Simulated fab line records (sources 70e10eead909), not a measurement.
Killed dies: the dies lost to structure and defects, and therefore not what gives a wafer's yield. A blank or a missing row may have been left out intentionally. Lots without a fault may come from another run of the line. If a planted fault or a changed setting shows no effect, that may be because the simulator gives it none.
fab line records	flow nand_harc	part 1 of 2: steps 1 to 25 of 36
record: lots: 5	wafers: 15	last_day: 31
route steps=1302 shown A_CONTACT@1008
lots that met no fault: taken from a fault-free run of the same line
start_h: hours from the record's opening day to when the first of the lot's shown wafers began	wait_h: how many hours have passed since the lot's step before this one	" the same as in the row above	L1.1+2: one row covering several wafers at once	- value missing, or start not given	* or withheld: withheld	< > ~ a bound
route shown NAME@n: NAME is a module with steps in the file, n the number in the route of the first one	usual: mean/standard deviation taken from wafers without a fault	same: alike in all rows	chamber/n: place in a boat	sites: each site's reading	_std_site: the values' standard deviation	_edge_site: the outer-site mean with the inner-site mean subtracted	radius_mm: for every site, how far away it sits from the centre of the wafer	mask NAME#n: copy n	behind: tool/chamber where the wafer was last shaped	hold: why the lot was held/for how many hours/how that ended	device: transistor that didn't switch, given as n, p or np	end of line: the route-end tests of the same wafers	step lacking rows: just its recipe	killed: at the first sort, the dies lost to defects and structure; wafer yield is something else	map: dies across one wafer; x = killed, . = not, _ = none there
set.NAME: the setting that was run; set.NAME@STEP: the one run at that earlier step	model.NAME: the simulator's own value behind a step, which no gauge read
lots at selected steps of the route; one table per step, one row per wafer
services: the hour from which a tool's chamber was out of use, counted from the record's first day as start_h (under 0 if before that day), plus the number of hours and why
== steps ==
step: NHARC_A_CONTACT_ETCH_114
recipe: source_w: withheld	pressure_mtorr: 20	bias_v: 3000	time_s: 190	target_depth_a: 18500	ar_flow_sccm: withheld	c4f8_flow_sccm: withheld	o2_flow_sccm: withheld	chemistry: C4F8/O2/Ar
lot.wafer	tool	chamber	start_h	wait_h	rf_hours_counter_h
L074.1	har_cap_etch-02	1	492.64	0.1	77
L074.4	"	1	"	"	-
L074.6	"	1	"	"	-
L083.1	har_cap_etch-01	0	581.75	0.1	9
L083.6	"	1	"	"	-
L083.5	"	0	"	"	-
L084.2	har_cap_etch-03	0	582.13	0.1	56
L084.1	"	1	"	"	56
L084.5	"	0	"	"	-
L086.1	har_cap_etch-02	1	610.59	0.1	100
L086.2	"	0	"	"	100
L086.3	"	0	"	"	-
L092.1	har_cap_etch-01	1	673.26	0.1	26
L092.2	"	0	"	"	26
L092.6	"	0	"	"	-
step: NHARC_A_CONTACT_ETCH_115
recipe: source_w: withheld	pressure_mtorr: 20	bias_v: 3000	time_s: 190	target_depth_a: 18500	ar_flow_sccm: withheld	c4f8_flow_sccm: withheld	o2_flow_sccm: withheld	chemistry: C4F8/O2/Ar
lot.wafer	tool	chamber	start_h	wait_h	rf_hours_counter_h
L074.1	har_cap_etch-02	1	492.81	0.1	77
L074.4	"	1	"	"	-
L074.6	"	1	"	"	-
L083.1	har_cap_etch-01	0	581.92	0.1	9
L083.6	"	1	"	"	-
L083.5	"	0	"	"	-
L084.2	har_cap_etch-03	0	582.30	0.1	56
L084.1	"	1	"	"	56
L084.5	"	0	"	"	-
L086.1	har_cap_etch-02	1	610.76	0.1	100
L086.2	"	0	"	"	100
L086.3	"	0	"	"	-
L092.1	har_cap_etch-01	1	673.43	0.1	27
L092.2	"	0	"	"	27
L092.6	"	0	"	"	-
step: NHARC_A_CONTACT_ETCH_116
recipe: source_w: withheld	pressure_mtorr: 20	bias_v: 3000	time_s: 190	target_depth_a: 18500	ar_flow_sccm: withheld	c4f8_flow_sccm: withheld	o2_flow_sccm: withheld	chemistry: C4F8/O2/Ar
lot.wafer	tool	chamber	start_h	wait_h	rf_hours_counter_h
L074.1	har_cap_etch-02	1	492.98	0.1	77
L074.4	"	1	"	"	-
L074.6	"	1	"	"	-
L083.1	har_cap_etch-01	0	582.09	0.1	9
L083.6	"	1	"	"	-
L083.5	"	0	"	"	-
L084.2	har_cap_etch-03	0	582.47	0.1	56
L084.1	"	1	"	"	56
L084.5	"	0	"	"	-
L086.1	har_cap_etch-02	1	610.93	0.1	100
L086.2	"	0	"	"	100
L086.3	"	0	"	"	-
L092.1	har_cap_etch-01	1	673.60	0.1	27
L092.2	"	0	"	"	27
L092.6	"	0	"	"	-
step: NHARC_A_CONTACT_ETCH_117
recipe: source_w: withheld	pressure_mtorr: 20	bias_v: 3000	time_s: 190	target_depth_a: 18500	ar_flow_sccm: withheld	c4f8_flow_sccm: withheld	o2_flow_sccm: withheld	chemistry: C4F8/O2/Ar
lot.wafer	tool	chamber	start_h	wait_h	rf_hours_counter_h
L074.1	har_cap_etch-02	1	493.15	0.1	78
L074.4	"	1	"	"	-
L074.6	"	1	"	"	-
L083.1	har_cap_etch-01	0	582.26	0.1	9
L083.6	"	1	"	"	-
L083.5	"	0	"	"	-
L084.2	har_cap_etch-03	0	582.64	0.1	56
L084.1	"	1	"	"	56
L084.5	"	0	"	"	-
L086.1	har_cap_etch-02	1	611.10	0.1	100
L086.2	"	0	"	"	100
L086.3	"	0	"	"	-
L092.1	har_cap_etch-01	1	673.77	0.1	27
L092.2	"	0	"	"	27
L092.6	"	0	"	"	-
step: NHARC_A_CONTACT_ETCH_118
recipe: source_w: withheld	pressure_mtorr: 20	bias_v: 3000	time_s: 190	target_depth_a: 18500	ar_flow_sccm: withheld	c4f8_flow_sccm: withheld	o2_flow_sccm: withheld	chemistry: C4F8/O2/Ar
lot.wafer	tool	chamber	start_h	wait_h	rf_hours_counter_h
L074.1	har_cap_etch-02	1	493.32	0.1	78
L074.4	"	1	"	"	-
L074.6	"	1	"	"	-
L083.1	har_cap_etch-01	0	582.43	0.1	9
L083.6	"	1	"	"	-
L083.5	"	0	"	"	-
L084.2	har_cap_etch-03	0	582.81	0.1	56
L084.1	"	1	"	"	56
L084.5	"	0	"	"	-
L086.1	har_cap_etch-02	1	611.27	0.1	101
L086.2	"	0	"	"	101
L086.3	"	0	"	"	-
L092.1	har_cap_etch-01	1	673.94	0.1	27
L092.2	"	0	"	"	27
L092.6	"	0	"	"	-
step: NHARC_A_CONTACT_ETCH_119
recipe: source_w: withheld	pressure_mtorr: 20	bias_v: 3000	time_s: 190	target_depth_a: 18500	ar_flow_sccm: withheld	c4f8_flow_sccm: withheld	o2_flow_sccm: withheld	chemistry: C4F8/O2/Ar
lot.wafer	tool	chamber	start_h	wait_h	rf_hours_counter_h
L074.1	har_cap_etch-02	1	493.49	0.1	78
L074.4	"	1	"	"	-
L074.6	"	1	"	"	-
L083.1	har_cap_etch-01	0	582.60	0.1	9
L083.6	"	1	"	"	-
L083.5	"	0	"	"	-
L084.2	har_cap_etch-03	0	582.99	0.1	57
L084.1	"	1	"	"	57
L084.5	"	0	"	"	-
L086.1	har_cap_etch-02	1	611.44	0.1	101
L086.2	"	0	"	"	101
L086.3	"	0	"	"	-
L092.1	har_cap_etch-01	1	674.11	0.1	27
L092.2	"	0	"	"	27
L092.6	"	0	"	"	-
step: NHARC_A_CONTACT_ETCH_120
recipe: source_w: withheld	pressure_mtorr: 20	bias_v: 3000	time_s: 190	target_depth_a: 18500	ar_flow_sccm: withheld	c4f8_flow_sccm: withheld	o2_flow_sccm: withheld	chemistry: C4F8/O2/Ar
lot.wafer	tool	chamber	start_h	wait_h	rf_hours_counter_h
L074.1	har_cap_etch-02	1	493.66	0.1	78
L074.4	"	1	"	"	-
L074.6	"	1	"	"	-
L083.1	har_cap_etch-01	0	582.77	0.1	9
L083.6	"	1	"	"	-
L083.5	"	0	"	"	-
L084.2	har_cap_etch-03	0	583.16	0.1	57
L084.1	"	1	"	"	57
L084.5	"	0	"	"	-
L086.1	har_cap_etch-02	1	611.61	0.1	101
L086.2	"	0	"	"	101
L086.3	"	0	"	"	-
L092.1	har_cap_etch-01	1	674.28	0.1	27
L092.2	"	0	"	"	27
L092.6	"	0	"	"	-
step: NHARC_A_CONTACT_ETCH_121
recipe: source_w: withheld	pressure_mtorr: 20	bias_v: 3000	time_s: 190	target_depth_a: 18500	ar_flow_sccm: withheld	c4f8_flow_sccm: withheld	o2_flow_sccm: withheld	chemistry: C4F8/O2/Ar
lot.wafer	tool	chamber	start_h	wait_h	rf_hours_counter_h
L074.1	har_cap_etch-02	1	493.84	0.1	78
L074.4	"	1	"	"	-
L074.6	"	1	"	"	-
L083.1	har_cap_etch-01	0	582.94	0.1	10
L083.6	"	1	"	"	-
L083.5	"	0	"	"	-
L084.2	har_cap_etch-03	0	583.33	0.1	57
L084.1	"	1	"	"	57
L084.5	"	0	"	"	-
L086.1	har_cap_etch-02	1	611.78	0.1	101
L086.2	"	0	"	"	101
L086.3	"	0	"	"	-
L092.1	har_cap_etch-01	1	674.45	0.1	28
L092.2	"	0	"	"	28
L092.6	"	0	"	"	-
step: NHARC_A_CONTACT_ETCH_122
recipe: source_w: withheld	pressure_mtorr: 20	bias_v: 3000	time_s: 190	target_depth_a: 18500	ar_flow_sccm: withheld	c4f8_flow_sccm: withheld	o2_flow_sccm: withheld	chemistry: C4F8/O2/Ar
lot.wafer	tool	chamber	start_h	wait_h	rf_hours_counter_h
L074.1	har_cap_etch-02	1	494.01	0.1	78
L074.4	"	1	"	"	-
L074.6	"	1	"	"	-
L083.1	har_cap_etch-01	0	583.11	0.1	10
L083.6	"	1	"	"	-
L083.5	"	0	"	"	-
L084.2	har_cap_etch-03	0	583.50	0.1	57
L084.1	"	1	"	"	57
L084.5	"	0	"	"	-
L086.1	har_cap_etch-02	1	611.95	0.1	101
L086.2	"	0	"	"	101
L086.3	"	0	"	"	-
L092.1	har_cap_etch-01	1	674.62	0.1	28
L092.2	"	0	"	"	28
L092.6	"	0	"	"	-
step: NHARC_A_CONTACT_ETCH_123
recipe: source_w: withheld	pressure_mtorr: 20	bias_v: 400	time_s: 490	target_depth_a: 21100	ar_flow_sccm: withheld	c4f8_flow_sccm: 11.5	o2_flow_sccm: 7.2	chemistry: C4F8/O2/Ar
lot.wafer	tool	chamber	start_h	wait_h	rf_hours_counter_h
L074.1	har_cap_etch-02	1	494.23	0.2	79
L074.4	"	1	"	"	-
L074.6	"	1	"	"	-
L083.1	har_cap_etch-01	0	583.34	0.2	10
L083.6	"	1	"	"	-
L083.5	"	0	"	"	-
L084.2	har_cap_etch-03	0	583.67	0.1	57
L084.1	"	1	"	"	57
L084.5	"	0	"	"	-
L086.1	har_cap_etch-02	1	612.12	0.1	101
L086.2	"	0	"	"	101
L086.3	"	0	"	"	-
L092.1	har_cap_etch-01	1	674.79	0.1	28
L092.2	"	0	"	"	28
L092.6	"	0	"	"	-
step: NHARC_A_CONTACT_ETCH_90
recipe: target_depth_a: 400	over_etch_frac: 0.5	time_s: 85.7	ion_energy_ev: 120	ch3f_flow_sccm: 50	o2_flow_sccm: 30	ar_flow_sccm: 200	rf_w: 500	bias_w: 100	chemistry: CH3F/O2
usual: drypump_motor_current_A: 5.8/0.53	oes_product_au: 0.96/0.039	rf_vpp_V: 243.9/1.8	showerhead_plenum_p_Torr: 2.42/0.12	throttle_valve_pct: 20.663/0.009
lot.wafer	tool	chamber	start_h	wait_h	drypump_motor_current_A	oes_product_au	rf_hours_counter_h	rf_vpp_V	showerhead_plenum_p_Torr	throttle_valve_pct
L074.1	rie_diel-10	3	495.12	0.8	6.1	0.93	17	244.8	2.48	20.656
L074.4	"	1	"	"	6.1	0.92	21	243.3	2.38	20.661
L074.6	"	0	"	"	6.2	0.94	-	243.1	2.42	20.676
L083.1	rie_diel-13	2	584.26	0.8	5.9	0.99	10	242.1	2.32	20.666
L083.6	"	0	"	"	6.5	1.01	-	245.2	2.60	20.659
L083.5	"	1	"	"	5.2	0.99	-	242.9	2.30	20.656
L084.2	rie_diel-13	0	584.64	0.9	6.5	0.94	10	246.0	2.60	20.659
L084.1	"	2	"	"	5.9	0.92	10	243.6	2.32	20.658
L084.5	"	0	"	"	6.5	0.93	-	245.4	2.60	20.657
L086.2	rie_diel-13	1	613.11	0.8	5.2	0.93	17	241.2	2.29	20.671
L086.1	"	2	"	"	5.9	0.92	17	242.3	2.32	20.657
L086.3	"	3	"	"	5.2	0.91	16	242.2	2.33	20.670
L092.1	rie_diel-13	1	675.77	0.9	5.2	0.92	24	242.8	2.29	20.654
L092.2	"	0	"	"	6.5	0.93	24	245.9	2.60	20.655
L092.6	"	3	"	"	5.1	0.92	-	243.6	2.32	20.657
step: NHARC_A_CONTACT_ETCH_96
recipe: target_depth_a: 200	over_etch_frac: 0.5	time_s: 10	ion_energy_ev: 250	c4f6_flow_sccm: 25	o2_flow_sccm: 20	ar_flow_sccm: 500	rf_w: 600	bias_w: 500	chemistry: C4F6/O2
usual: drypump_motor_current_A: 5.8/0.52	oes_product_au: 0.973/0.028	rf_vpp_V: 546/3.7	showerhead_plenum_p_Torr: 3.87/0.18	throttle_valve_pct: 26.904/0.0092
lot.wafer	tool	chamber	start_h	wait_h	drypump_motor_current_A	oes_product_au	rf_hours_counter_h	rf_vpp_V	showerhead_plenum_p_Torr	throttle_valve_pct
L074.4	rie_diel-10	2	-	-	5.5	0.952	18	554	4.22	26.918
L074.1	"	0	"	"	6.3	0.964	18	545	3.87	26.905
L074.6	"	3	"	"	6.2	0.956	-	548	3.96	26.899
L083.1	rie_diel-13	3	-	-	5.2	0.996	10	544	3.73	26.901
L083.6	"	3	"	"	5.2	0.991	-	543	3.73	26.890
L083.5	"	0	"	"	6.5	1.002	-	551	4.14	26.910
L084.1	rie_diel-13	2	-	-	5.9	0.945	10	543	3.72	26.890
L084.2	"	3	"	"	5.2	0.942	10	543	3.73	26.911
L084.5	"	3	"	"	5.2	0.949	-	544	3.73	26.904
L086.2	rie_diel-13	2	-	-	5.9	0.943	17	542	3.72	26.911
L086.1	"	3	"	"	5.1	0.941	16	543	3.73	26.889
L086.3	"	0	"	"	6.5	0.960	16	551	4.13	26.907
L092.1	rie_diel-13	0	675.93	0.1	6.5	0.944	24	551	4.13	26.905
L092.2	"	3	"	"	5.2	0.947	27	543	3.72	26.916
L092.6	"	1	"	"	5.1	0.946	-	542	3.67	26.909
step: NHARC_A_CONTACT_CD_MEAS_53
usual: cd_nm: 289.8/0.91
lot.wafer	tool	chamber	start_h	wait_h	cd_nm
L074.1	cd_sem-01	-	495.34	-	289.9
L074.4	"	-	"	"	288.6
L074.6	"	-	"	"	289.3
L083.1	cd_sem-03	-	584.45	-	288.4
L083.5	"	-	"	"	288.5
L083.6	"	-	"	"	288.3
L084.1	cd_sem-02	-	584.86	-	288.2
L084.2	"	-	"	"	288.2
L084.5	"	-	"	"	287.9
L086.1	cd_sem-02	-	613.31	-	290.1
L086.2	"	-	"	"	290.4
L086.3	"	-	"	"	291.0
L092.1	cd_sem-03	-	676.01	-	288.6
L092.2	"	-	"	"	288.0
L092.6	"	-	"	"	288.3
step: NHARC_A_CONTACT_STRIP_99
recipe: n2_flow_sccm: 150	h2_flow_sccm: 150	ar_flow_sccm: 0	bias_w: 0	chemistry: N2/H2
lot.wafer	tool	chamber	start_h	wait_h
L074.1+4+6	rie_diel-11	1,0,2	495.43	0.1
L083.1+6+5	rie_diel-13	0,2,3	584.54	0.1
L084.1+2+5	rie_diel-10	1,3,3	584.93	0.1
L086.3+1+2	rie_diel-13	3,0,1	613.40	0.1
L092.1+2+6	rie_diel-13	0,1,3	676.09	0.1
step: NHARC_A_CONTACT_STRIP_100
recipe: cf4_flow_sccm: 100	chf3_flow_sccm: 30	ar_flow_sccm: 0	bias_w: 0	chemistry: CF4/CHF3
lot.wafer	tool	chamber	start_h	wait_h
L074.1+4+6	rie_diel-11	0,1,0	495.52	0.1
L083.1+5+6	rie_diel-13	1,2,3	584.62	0.1
L084.1+2+5	rie_diel-10	0,1,0	585.05	0.1
L086.3+2+1	rie_diel-13	3,0,1	613.48	0.1
L092.2+1+6	rie_diel-13	1,3,0	676.21	0.1
step: NHARC_A_CONTACT_STRIP_101
recipe: o2_flow_sccm: 400	cos_flow_sccm: 20	ar_flow_sccm: 0	bias_w: 0	chemistry: O2/COS
lot.wafer	tool	chamber	start_h	wait_h
L074.4+1+6	rie_diel-11	2,3,1	495.59	0.1
L083.1+6+5	rie_diel-13	0,0,1	584.73	0.1
L084.2+1+5	rie_diel-10	1,3,1	585.21	0.2
L086.3+2+1	rie_diel-13	2,3,0	613.54	0.1
L092.2+1+6	rie_diel-13	3,0,0	676.27	0.1
step: NHARC_A_CONTACT_ETCH_102
recipe: target_depth_a: 1000	overetch_a: 100	time_s: 55	ion_energy_ev: 100	cf4_flow_sccm: 80	o2_flow_sccm: 20	ar_flow_sccm: 0	rf_w: 300	bias_w: 100	chemistry: CF4/O2
usual: drypump_motor_current_A: 5.8/0.55	oes_product_au: 1.002/0.01	rf_vpp_V: 197.4/1.7	showerhead_plenum_p_Torr: 1.31/0.067	throttle_valve_pct: 13.397/0.0094
lot.wafer	tool	chamber	start_h	wait_h	drypump_motor_current_A	oes_product_au	rf_hours_counter_h	rf_vpp_V	showerhead_plenum_p_Torr	throttle_valve_pct
L074.4	rie_diel-11	1	495.65	0.1	6.3	1.008	15	198.6	1.36	13.392
L074.1	"	3	"	"	6.3	1.012	15	198.9	1.37	13.408
L074.6	"	0	"	"	5.3	1.013	-	198.7	1.41	13.388
L083.1	rie_diel-13	1	584.80	0.1	5.1	0.985	10	196.5	1.25	13.393
L083.5	"	0	"	"	6.5	0.997	-	200.5	1.41	13.408
L083.6	"	1	"	"	5.1	0.987	-	197.2	1.25	13.406
L084.1	rie_diel-10	3	585.28	0.1	6.1	1.004	48	198.1	1.34	13.398
L084.2	"	0	"	"	6.3	1.005	51	198.6	1.31	13.399
L084.5	"	0	"	"	6.3	1.022	-	196.4	1.31	13.408
L086.3	rie_diel-13	2	613.60	0.1	5.8	1.014	17	196.4	1.26	13.387
L086.2	"	3	"	"	5.1	0.995	16	197.0	1.26	13.410
L086.1	"	0	"	"	6.5	1.002	16	200.7	1.41	13.402
L092.2	rie_diel-13	3	676.35	0.1	5.2	0.998	27	197.9	1.26	13.411
L092.1	"	0	"	"	6.5	0.995	24	199.3	1.41	13.405
L092.6	"	1	"	"	5.1	0.983	-	195.7	1.24	13.412
step: NHARC_A_CONTACT_STRIP_55
recipe: o2_flow_sccm: 500	ar_flow_sccm: 0	bias_w: 0	chemistry: O2
usual: drypump_motor_current_A: 5.8/0.55	oes_product_au: 1.001/0.0088	rf_vpp_V: 57.6/0.99	showerhead_plenum_p_Torr: 3.48/0.17	throttle_valve_pct: 17.037/0.0088
lot.wafer	tool	chamber	start_h	wait_h	drypump_motor_current_A	oes_product_au	rf_hours_counter_h	rf_vpp_V	showerhead_plenum_p_Torr	throttle_valve_pct
L074.1	rie_diel-11	2	-	-	5.6	1.000	16	58.1	3.37	17.033
L074.4	"	3	"	"	6.3	0.997	15	57.9	3.61	17.025
L074.6	"	2	"	"	5.5	0.991	-	59.6	3.37	17.034
L083.1	rie_diel-13	1	-	-	5.1	0.993	10	56.9	3.30	17.046
L083.6	"	1	"	"	5.2	0.995	-	57.5	3.30	17.054
L083.5	"	2	"	"	5.9	0.999	-	56.0	3.34	17.039
L084.1	rie_diel-10	0	-	-	6.3	1.002	51	57.5	3.46	17.044
L084.2	"	1	"	"	6.1	1.001	55	58.3	3.41	17.042
L084.5	"	3	"	"	6.2	1.006	-	57.8	3.54	17.034
L086.2	rie_diel-13	0	-	-	6.5	0.998	16	57.8	3.72	17.032
L086.1	"	1	"	"	5.1	0.987	17	56.6	3.30	17.046
L086.3	"	3	"	"	5.1	1.002	16	58.3	3.35	17.036
L092.2	rie_diel-13	1	-	-	5.1	0.987	24	55.5	3.30	17.032
L092.1	"	3	"	"	5.2	0.986	27	58.1	3.34	17.045
L092.6	"	1	"	"	5.2	0.994	-	57.7	3.30	17.041
step: NHARC_A_CONTACT_STRIP_56
recipe: time_s: 600	temp_c: 30	chemistry: post_etch_residue_remover
lot.wafer	tool	chamber	start_h	wait_h
L074.4+1+6	wet_bench-07	6,0,2	496.06	-
L083.1+6+5	wet_bench-05	1,3,4	585.18	-
L084.5+2+1	wet_bench-07	2,4,7	585.80	-
L086.2+3+1	wet_bench-07	3,5,6	614.01	-
L092.6+2+1	wet_bench-05	7,2,3	676.80	-
step: NHARC_A_CONTACT_DEP_57
recipe: target_thk_a: 53000	temp_c: 400	material: aC
usual: throttle_valve_pct: 35.001/0.01
lot.wafer	tool	chamber	start_h	wait_h	throttle_valve_pct
L074.1	acl_dep-03	0	497.91	-	35.008
L074.4	"	0	499.51	-	35.004
L074.6	"	0	500.59	-	34.999
L083.1	acl_dep-01	0	585.46	-	35.007
L083.5	"	0	587.62	-	34.997
L083.6	"	0	"	"	34.995
L084.1	acl_dep-02	0	586.07	-	34.988
L084.2	"	0	"	"	35.017
L084.5	"	0	588.17	-	35.005
L086.1	acl_dep-01	0	615.35	-	35.007
L086.2	"	0	"	"	34.992
L086.3	"	0	"	"	35.000
L092.1	acl_dep-03	0	677.56	-	35.021
L092.2	"	0	"	"	35.019
L092.6	"	0	680.25	-	35.007
step: NHARC_A_CONTACT_DEP_58
recipe: target_thk_a: 900	target_thk_nm: 90	temp_c: 400	pressure_torr: 3.5	flow_sccm: 200	rf_w: 350	material: SiON
usual: heater_power_w: 811/110
lot.wafer	tool	chamber	start_h	wait_h	heater_power_w
L074.1	pecvd-04	2	501.14	2.7	997
L074.6	"	2	"	"	1026
L074.4	"	0	"	"	765
L083.1	pecvd-03	1	588.78	2.8	889
L083.6	"	0	"	"	653
L083.5	"	2	"	"	777
L084.1	pecvd-04	2	589.25	2.7	932
L084.2	"	1	"	"	805
L084.5	"	1	"	"	799
L086.2	pecvd-03	1	618.54	2.1	976
L086.1	"	2	"	"	807
L086.3	"	0	"	"	574
L092.2	pecvd-02	0	681.22	2.6	899
L092.1	"	1	"	"	833
L092.6	"	1	"	"	825
step: NHARC_A_CONTACT_DEHYDRATE_59
recipe: temp_c: 150	time_s: 120
lot.wafer	tool	chamber	start_h	wait_h
L074.1+4+6	litho_track-01	0	501.41	0.2
L083.1+5+6	litho_track-04	0	589.02	0.2
L084.1+2+5	litho_track-04	0	589.52	0.2
L086.1+2+3	litho_track-06	0	618.81	0.2
L092.1+2+6	litho_track-06	0	681.46	0.2
step: NHARC_A_CONTACT_HMDS_60
recipe: time_s: 30
lot.wafer	tool	chamber	start_h	wait_h
L074.1+4+6	litho_track-01	0	-	-
L083.1+5+6	litho_track-04	0	-	-
L084.1+2+5	litho_track-04	0	-	-
L086.1+2+3	litho_track-06	0	-	-
L092.1+2+6	litho_track-06	0	-	-
step: NHARC_A_CONTACT_COAT_61
recipe: temp_c: 260	time_s: 75
lot.wafer	tool	chamber	start_h	wait_h
L074.1+4+6	litho_track-01	0	-	-
L083.1+5+6	litho_track-04	0	-	-
L084.1+2+5	litho_track-04	0	-	-
L086.1+2+3	litho_track-06	0	-	-
L092.1+2+6	litho_track-06	0	-	-
step: NHARC_A_CONTACT_COAT_62
recipe: temp_c: 225	time_s: 65
lot.wafer	tool	chamber	start_h	wait_h
L074.1+4+6	litho_track-01	0	-	-
L083.1+5+6	litho_track-04	0	-	-
L084.1+2+5	litho_track-04	0	-	-
L086.1+2+3	litho_track-06	0	-	-
L092.1+2+6	litho_track-06	0	-	-
